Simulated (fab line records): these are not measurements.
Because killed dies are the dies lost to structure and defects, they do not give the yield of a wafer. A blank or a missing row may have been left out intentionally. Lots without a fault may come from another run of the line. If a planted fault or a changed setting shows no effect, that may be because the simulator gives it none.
Which of the tools did it? :: flow nand_harc :: Sampling: 6 lots, 18 wafers, 5 of 1302 route steps

## WHAT EACH GAUGE READ, for each wafer
NHARC_END_SORT_01.
lot: L419
measured: day 34 12:46
on: prober-01
defect_limited_yield (%): 95.3 92.3 94.1

## WHICH TOOL RAN EACH LOT (tool, then ch and the chambers of the sampled wafers, then the start)
lot: L396
NHARC_THIN_TSV_PVD_19: pvd_sputter-02, day 24 15:02 or earlier
NHARC_THIN_TSV_PVD_51: pvd_sputter-02, day 24 15:02 or earlier
NHARC_THIN_TSV_ANNEAL_52: rtp_anneal-02 ch 0, day 24 15:02
NHARC_THIN_TSV_ETCH_59: rie_metal-02 ch 0,1, day 24 17:16

lot: L400
NHARC_THIN_TSV_PVD_19: pvd_sputter-01, day 25 20:06 or earlier
NHARC_THIN_TSV_PVD_51: pvd_sputter-01, day 25 20:06 or earlier
NHARC_THIN_TSV_ANNEAL_52: rtp_anneal-02 ch 0, day 25 20:06
NHARC_THIN_TSV_ETCH_59: rie_metal-01 ch 0,1, day 25 22:13

lot: L403
NHARC_THIN_TSV_PVD_19: pvd_sputter-01, day 27 01:44 or earlier
NHARC_THIN_TSV_PVD_51: pvd_sputter-01, day 27 01:44 or earlier
NHARC_THIN_TSV_ANNEAL_52: rtp_anneal-01 ch 0, day 27 01:44
NHARC_THIN_TSV_ETCH_59: rie_metal-02 ch 0,1, day 27 03:58

lot: L411
NHARC_THIN_TSV_PVD_19: pvd_sputter-02, day 30 04:26 or earlier
NHARC_THIN_TSV_PVD_51: pvd_sputter-02, day 30 04:26 or earlier
NHARC_THIN_TSV_ANNEAL_52: rtp_anneal-02 ch 0, day 30 04:26
NHARC_THIN_TSV_ETCH_59: rie_metal-02 ch 1, day 30 06:32

lot: L414
NHARC_THIN_TSV_PVD_19: pvd_sputter-01, day 31 14:21 or earlier
NHARC_THIN_TSV_PVD_51: pvd_sputter-01, day 31 14:21 or earlier
NHARC_THIN_TSV_ANNEAL_52: rtp_anneal-01 ch 0, day 31 14:21
NHARC_THIN_TSV_ETCH_59: rie_metal-01 ch 0,1, day 31 16:38

lot: L419
NHARC_THIN_TSV_PVD_19: pvd_sputter-02, day 33 19:56 or earlier
NHARC_THIN_TSV_PVD_51: pvd_sputter-02, day 33 19:56 or earlier
NHARC_THIN_TSV_ANNEAL_52: rtp_anneal-02 ch 0, day 33 19:56
NHARC_THIN_TSV_ETCH_59: rie_metal-02 ch 0,1, day 33 22:01
- NHARC_THIN_TSV_PVD_19: deposits TaN, target thk 20 nm.
- NHARC_THIN_TSV_PVD_51: deposits Cu, target thk 100 nm.
- NHARC_THIN_TSV_ANNEAL_52: time 90 s.
- NHARC_THIN_TSV_ETCH_59: etches the open film in Cl2/BCl3, target depth 880 nm, time 138.1 s.

## THE ANSWER, worked out from the rows above alone
Rule: the lots themselves supply what counts as usual. The widest of any qualifying gaps counts: lots, ordered by their means at a reading, are off when they make up no more than a third of the lots, leave a main group of 4 or more, and stand apart from it by 3 or more times the standard deviation of that group's means. The tables above print the reading to a certain number of digits; a main group whose means all agree to those digits is not used. Also off: a lot with no number at a reading for which 4 or more lots have one. All remaining lots with rows at the step are treated as sound.
Nothing can be told from this: no lot is off at any reading shown.

## WHAT THE SIMULATOR HAD PUT IN
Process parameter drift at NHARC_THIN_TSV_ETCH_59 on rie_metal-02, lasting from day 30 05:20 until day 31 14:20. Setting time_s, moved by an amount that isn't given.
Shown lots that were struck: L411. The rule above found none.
